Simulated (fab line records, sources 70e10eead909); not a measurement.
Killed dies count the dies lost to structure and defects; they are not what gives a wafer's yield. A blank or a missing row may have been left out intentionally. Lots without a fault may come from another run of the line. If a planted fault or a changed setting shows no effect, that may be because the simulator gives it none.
Matching of chambers ; flow nand harc ; NHARC_A_STAIRCASE_DEP_301 on pecvd-01 has 3 sister chambers
The step deposits SiON, target thk 30 nm. 22 wafers are shown with their chamber, then 11 later ones without.

## EACH WAFER AND ITS CHAMBER
wafer;chamber;heater power w (W);rf fwd power W (W)
L078.2;0;714;347.5
L078.3;1;929;348.4
L078.5;2;1013;350.0
L077.1;2;908;349.0
L077.4;1;912;347.7
L077.5;2;956;348.2
L076.1;2;997;348.2
L076.2;1;876;349.0
L076.3;0;645;349.0
L079.2;0;637;351.9
L079.3;1;956;350.1
L079.5;0;648;349.8
L080.1;0;704;346.5
L080.2;2;952;348.7
L080.5;2;960;347.2
L081.1;2;939;350.1
L081.2;1;855;349.1
L081.5;2;927;349.5
L087.2;1;936;345.7
L087.3;2;846;349.7
L087.4;2;876;347.7
L092.2;2;891;348.6

SIGNATURES, as means of the wafers listed above
reading;chamber 0;chamber 1;chamber 2;scatter within a chamber
heater power w;669.60;910.67;933.18;44.7
rf fwd power W;348.940;348.333;348.809;1.41
Rule: distance of a wafer from a chamber = root of the sum over the readings of ((wafer's reading minus chamber's mean) / reading's scatter) squared. The wafer belongs to the nearest chamber; if the next one is less than 2 further off, it can't be placed. How the scatter is found: for the shown wafers, subtract from each reading the mean of its chamber, square and add these, divide the total by (wafers less chambers), then take the root.

## WAFERS WITHOUT THEIR CHAMBER
wafer;heater power w (W);rf fwd power W (W)
L092.4;718;348.3
L092.6;938;349.6
L094.2;897;348.1
L094.5;717;349.1
L094.6;908;349.1
L093.1;906;348.8
L093.5;645;349.3
L093.6;887;349.6
L097.1;676;347.2
L097.2;881;348.7
L097.6;682;349.0

## WHICH CHAMBER EACH WENT THROUGH
wafer;from the rows above;in truth
L092.4;0;0
L092.6;can't be placed: 2 or 1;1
L094.2;can't be placed: 1 or 2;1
L094.5;0;0
L094.6;can't be placed: 1 or 2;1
L093.1;can't be placed: 1 or 2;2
L093.5;0;0
L093.6;can't be placed: 1 or 2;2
L097.1;0;0
L097.2;can't be placed: 1 or 2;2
L097.6;0;0
Correctly placed: 5 of 11. Can't be placed from these rows: 6 (the true chamber is among the candidates in 6). 0 placed wrongly.
